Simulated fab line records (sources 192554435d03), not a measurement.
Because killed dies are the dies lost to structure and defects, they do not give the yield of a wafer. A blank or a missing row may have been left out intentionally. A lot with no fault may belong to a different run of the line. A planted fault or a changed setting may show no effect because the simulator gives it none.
Matching of chambers	flow n5Finfet	aldSin-04 running N5_BEOL_M0_SAQP_ALD_48: 3 sister chambers
The step deposits SiO2, target thk 20 nm, pulse time 1 s, co reactant pulse time 1 s. 6 wafers are shown with their chamber, then 9 later ones without.

WAFERS, EACH WITH ITS CHAMBER
wafer	chamber	heaterPowerW (W)	precursorPulseHeightRel
L084.4	3	79	1.020
L084.5	0	75	0.997
L084.6	2	70	1.037
L088.1	3	80	0.991
L088.3	0	74	0.980
L088.4	2	72	1.002

WAFERS WHOSE CHAMBER IS MISSING
wafer	heaterPowerW (W)	precursorPulseHeightRel
L089.1	76	0.998
L089.2	70	1.015
L089.6	70	1.011
L090.1	73	0.980
L090.2	80	0.964
L090.4	75	1.008
L096.3	82	1.004
L096.5	75	0.995
L096.6	78	1.020

EACH ONE'S CHAMBER
wafer	from the rows above	in truth
L089.1	can't be placed: 0 or 3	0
L089.2	2	2
L089.6	2	2
L090.1	can't be placed: 0 or 2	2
L090.2	3	3
L090.4	0	0
L096.3	3	3
L096.5	0	0
L096.6	3	3
7 of 9 placed correctly. Unplaceable from these rows: 2, with the true chamber sitting among the candidates in 2. Wrongly placed: 0.
How it was worked out, from the rows above alone: a wafer's distance from a chamber is the root of the sum, over the readings, of the square of ((its reading less the chamber's mean) divided by the reading's scatter). If the next closest chamber is less than 2 further off than the closest, the wafer can't be placed; otherwise it belongs to the closest. The mean given for a chamber averages the wafers shown for that chamber. The scatter is the square root of a quotient: the sum, over the shown wafers, of each reading's squared deviation from its chamber's mean, divided by wafers minus chambers.
